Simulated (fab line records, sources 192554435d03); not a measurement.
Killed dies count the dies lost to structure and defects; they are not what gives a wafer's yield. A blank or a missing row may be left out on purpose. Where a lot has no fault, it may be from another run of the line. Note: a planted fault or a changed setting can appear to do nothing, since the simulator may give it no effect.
Chamber matching :: flow n5_finfet :: N5_BEOL_M13_ETCH_68 on rie_diel-04: 4 sister chambers
The step etches SOC in N2/H2, time 355 s. 4 wafers are shown with their chamber, then 11 later ones without.

== WAFERS PAIRED WITH THEIR CHAMBERS ==
wafer: L087.6
chamber: 0
showerhead_plenum_p_Torr (Torr): 2.50

wafer: L089.5
chamber: 1
showerhead_plenum_p_Torr (Torr): 2.63

wafer: L089.6
chamber: 2
showerhead_plenum_p_Torr (Torr): 2.48

wafer: L088.1
chamber: 3
showerhead_plenum_p_Torr (Torr): 2.50

== WAFERS WITH NO CHAMBER GIVEN ==
wafer: L088.4
showerhead_plenum_p_Torr (Torr): 2.50

wafer: L088.6
showerhead_plenum_p_Torr (Torr): 2.50

wafer: L091.2
showerhead_plenum_p_Torr (Torr): 2.47

wafer: L091.5
showerhead_plenum_p_Torr (Torr): 2.47

wafer: L091.6
showerhead_plenum_p_Torr (Torr): 2.49

wafer: L094.1
showerhead_plenum_p_Torr (Torr): 2.63

wafer: L094.5
showerhead_plenum_p_Torr (Torr): 2.49

wafer: L094.6
showerhead_plenum_p_Torr (Torr): 2.47

wafer: L097.1
showerhead_plenum_p_Torr (Torr): 2.49

wafer: L097.3
showerhead_plenum_p_Torr (Torr): 2.49

wafer: L097.5
showerhead_plenum_p_Torr (Torr): 2.49

== THE CHAMBER EACH PASSED THROUGH ==
wafer: L088.4
from the rows above: can't be placed: 0 or 3
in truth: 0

wafer: L088.6
from the rows above: can't be placed: 0 or 3
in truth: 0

wafer: L091.2
from the rows above: 2
in truth: 2

wafer: L091.5
from the rows above: 2
in truth: 2

wafer: L091.6
from the rows above: can't be placed: 0 or 3 or 2
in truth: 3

wafer: L094.1
from the rows above: 1
in truth: 1

wafer: L094.5
from the rows above: can't be placed: 0 or 3 or 2
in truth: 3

wafer: L094.6
from the rows above: 2
in truth: 2

wafer: L097.1
from the rows above: can't be placed: 0 or 3 or 2
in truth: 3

wafer: L097.3
from the rows above: can't be placed: 0 or 3 or 2
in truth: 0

wafer: L097.5
from the rows above: can't be placed: 0 or 3 or 2
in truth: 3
4 of 11 placed correctly. These rows do not allow placing 7 (true chamber among the candidates in 7). Number placed wrongly: 0.
How it was worked out, from the rows above alone: a wafer's distance from a chamber is the root of the sum, over the readings, of the square of ((its reading less the chamber's mean) divided by the reading's scatter). If the next closest chamber is less than 2 further off than the closest, the wafer can't be placed; otherwise it belongs to the closest. Each chamber's mean is taken over the wafers shown for it. The scatter (one wafer shown for each chamber): square how far every hidden wafer sits from the nearest shown wafer, average those squares and take the square root.
